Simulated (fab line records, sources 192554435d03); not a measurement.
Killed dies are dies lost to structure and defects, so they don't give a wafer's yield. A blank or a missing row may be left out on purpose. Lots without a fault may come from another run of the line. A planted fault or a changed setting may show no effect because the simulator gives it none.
Chamber matching | flow n5_finfet | N5_BEOL_M14_ETCH_68 on rie_diel-01: 4 sister chambers
The step etches SOC in N2/H2, time 450 s. 4 wafers are shown with their chamber, then 8 later ones without.

WAFERS WITH THEIR CHAMBER
wafer  | chamber | showerhead_plenum_p_Torr (Torr)
L076.4 | 1       | 2.65
L084.1 | 2       | 2.51
L084.4 | 3       | 2.48
L090.3 | 0       | 2.43

WAFERS WITHOUT THEIR CHAMBER
wafer  | showerhead_plenum_p_Torr (Torr)
L090.4 | 2.64
L090.6 | 2.64
L089.1 | 2.64
L089.2 | 2.47
L089.4 | 2.64
L087.1 | 2.43
L087.2 | 2.47
L087.6 | 2.64

WHICH CHAMBER EACH WENT THROUGH
wafer  | from the rows above | in truth
L090.4 | 1                   | 1
L090.6 | 1                   | 1
L089.1 | 1                   | 1
L089.2 | 3                   | 3
L089.4 | 1                   | 1
L087.1 | 0                   | 0
L087.2 | 3                   | 3
L087.6 | 1                   | 1
Placed correctly: 8 of 8. Can't be placed from these rows: 0. Placed wrongly: 0.
How it was worked out, from the rows above alone: a wafer's distance from a chamber is the root of the sum, over the readings, of the square of ((its reading less the chamber's mean) divided by the reading's scatter). The wafer belongs to the nearest chamber; if the next one is less than 2 further off, it can't be placed. A chamber's mean is the mean of its shown wafers. The scatter: with one shown wafer a chamber, the root of the mean of the squares of how far each hidden wafer lies from its nearest shown one.
